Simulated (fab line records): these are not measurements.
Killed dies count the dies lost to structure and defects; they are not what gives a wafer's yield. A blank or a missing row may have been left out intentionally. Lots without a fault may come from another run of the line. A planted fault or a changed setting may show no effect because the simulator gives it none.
Chamber matching || flow n5 finfet || rie diel-06 running N5_BEOL_M14_DESCUM_33: 4 sister chambers
The step chemistry O2, time 7.9 s. 16 wafers are shown with their chamber, then 8 later ones without.

## WAFERS WITH THEIR CHAMBER
{"wafer": "L074.1", "chamber": 0, "drypump motor current A (A)": 5.5, "showerhead plenum p Torr (Torr)": 2.17, "throttle valve pct (%)": 20.59}
{"wafer": "L074.2", "chamber": 2, "drypump motor current A (A)": 5.4, "showerhead plenum p Torr (Torr)": 2.04, "throttle valve pct (%)": 20.27}
{"wafer": "L074.3", "chamber": 3, "drypump motor current A (A)": 6.8, "showerhead plenum p Torr (Torr)": 2.17, "throttle valve pct (%)": 20.61}
{"wafer": "L078.1", "chamber": 0, "drypump motor current A (A)": 5.5, "showerhead plenum p Torr (Torr)": 2.17, "throttle valve pct (%)": 20.60}
{"wafer": "L078.2", "chamber": 3, "drypump motor current A (A)": 6.8, "showerhead plenum p Torr (Torr)": 2.17, "throttle valve pct (%)": 20.64}
{"wafer": "L078.3", "chamber": 2, "drypump motor current A (A)": 5.4, "showerhead plenum p Torr (Torr)": 2.04, "throttle valve pct (%)": 20.29}
{"wafer": "L080.2", "chamber": 3, "drypump motor current A (A)": 6.8, "showerhead plenum p Torr (Torr)": 2.17, "throttle valve pct (%)": 20.64}
{"wafer": "L080.5", "chamber": 3, "drypump motor current A (A)": 6.8, "showerhead plenum p Torr (Torr)": 2.17, "throttle valve pct (%)": 20.64}
{"wafer": "L080.6", "chamber": 0, "drypump motor current A (A)": 5.5, "showerhead plenum p Torr (Torr)": 2.16, "throttle valve pct (%)": 20.63}
{"wafer": "L084.1", "chamber": 3, "drypump motor current A (A)": 6.8, "showerhead plenum p Torr (Torr)": 2.16, "throttle valve pct (%)": 20.65}
{"wafer": "L084.3", "chamber": 0, "drypump motor current A (A)": 5.5, "showerhead plenum p Torr (Torr)": 2.16, "throttle valve pct (%)": 20.63}
{"wafer": "L084.6", "chamber": 3, "drypump motor current A (A)": 6.8, "showerhead plenum p Torr (Torr)": 2.16, "throttle valve pct (%)": 20.65}
{"wafer": "L085.3", "chamber": 1, "drypump motor current A (A)": 5.4, "showerhead plenum p Torr (Torr)": 2.05, "throttle valve pct (%)": 20.00}
{"wafer": "L085.4", "chamber": 0, "drypump motor current A (A)": 5.6, "showerhead plenum p Torr (Torr)": 2.16, "throttle valve pct (%)": 20.64}
{"wafer": "L085.5", "chamber": 2, "drypump motor current A (A)": 5.4, "showerhead plenum p Torr (Torr)": 2.04, "throttle valve pct (%)": 20.31}
{"wafer": "L087.3", "chamber": 3, "drypump motor current A (A)": 6.8, "showerhead plenum p Torr (Torr)": 2.16, "throttle valve pct (%)": 20.67}

SIGNATURES (means of the wafers above)
{"reading": "drypump motor current A", "chamber 0": 5.520, "chamber 1": 5.400, "chamber 2": 5.400, "chamber 3": 6.800, "scatter within a chamber": 0.0258}
{"reading": "showerhead plenum p Torr", "chamber 0": 2.1640, "chamber 1": 2.0500, "chamber 2": 2.0400, "chamber 3": 2.1657, "scatter within a chamber": 0.00493}
{"reading": "throttle valve pct", "chamber 0": 20.6180, "chamber 1": 20.0000, "chamber 2": 20.2900, "chamber 3": 20.6429, "scatter within a chamber": 0.0196}
Rule: distance of a wafer from a chamber = root of the sum over the readings of ((wafer's reading minus chamber's mean) / reading's scatter) squared. If the next closest chamber is less than 2 further off than the closest, the wafer can't be placed; otherwise it belongs to the closest. The scatter is the square root of a quotient: the sum, over the shown wafers, of each reading's squared deviation from its chamber's mean, divided by wafers minus chambers.

## WAFERS WITH NO CHAMBER GIVEN
{"wafer": "L087.5", "drypump motor current A (A)": 5.4, "showerhead plenum p Torr (Torr)": 2.03, "throttle valve pct (%)": 20.32}
{"wafer": "L087.6", "drypump motor current A (A)": 6.8, "showerhead plenum p Torr (Torr)": 2.16, "throttle valve pct (%)": 20.68}
{"wafer": "L088.1", "drypump motor current A (A)": 5.3, "showerhead plenum p Torr (Torr)": 2.03, "throttle valve pct (%)": 20.32}
{"wafer": "L088.3", "drypump motor current A (A)": 6.8, "showerhead plenum p Torr (Torr)": 2.16, "throttle valve pct (%)": 20.68}
{"wafer": "L088.4", "drypump motor current A (A)": 5.3, "showerhead plenum p Torr (Torr)": 2.05, "throttle valve pct (%)": 20.01}
{"wafer": "L093.1", "drypump motor current A (A)": 5.4, "showerhead plenum p Torr (Torr)": 2.03, "throttle valve pct (%)": 20.35}
{"wafer": "L093.2", "drypump motor current A (A)": 5.3, "showerhead plenum p Torr (Torr)": 2.04, "throttle valve pct (%)": 20.03}
{"wafer": "L093.4", "drypump motor current A (A)": 5.5, "showerhead plenum p Torr (Torr)": 2.15, "throttle valve pct (%)": 20.66}

## WHICH CHAMBER EACH ONE RAN IN
{"wafer": "L087.5", "from the rows above": 2, "in truth": 2}
{"wafer": "L087.6", "from the rows above": 3, "in truth": 3}
{"wafer": "L088.1", "from the rows above": 2, "in truth": 2}
{"wafer": "L088.3", "from the rows above": 3, "in truth": 3}
{"wafer": "L088.4", "from the rows above": 1, "in truth": 1}
{"wafer": "L093.1", "from the rows above": 2, "in truth": 2}
{"wafer": "L093.2", "from the rows above": 1, "in truth": 1}
{"wafer": "L093.4", "from the rows above": 0, "in truth": 0}
Correct placement for 8 of the 8. Can't be placed from these rows: 0. 0 placed wrongly.
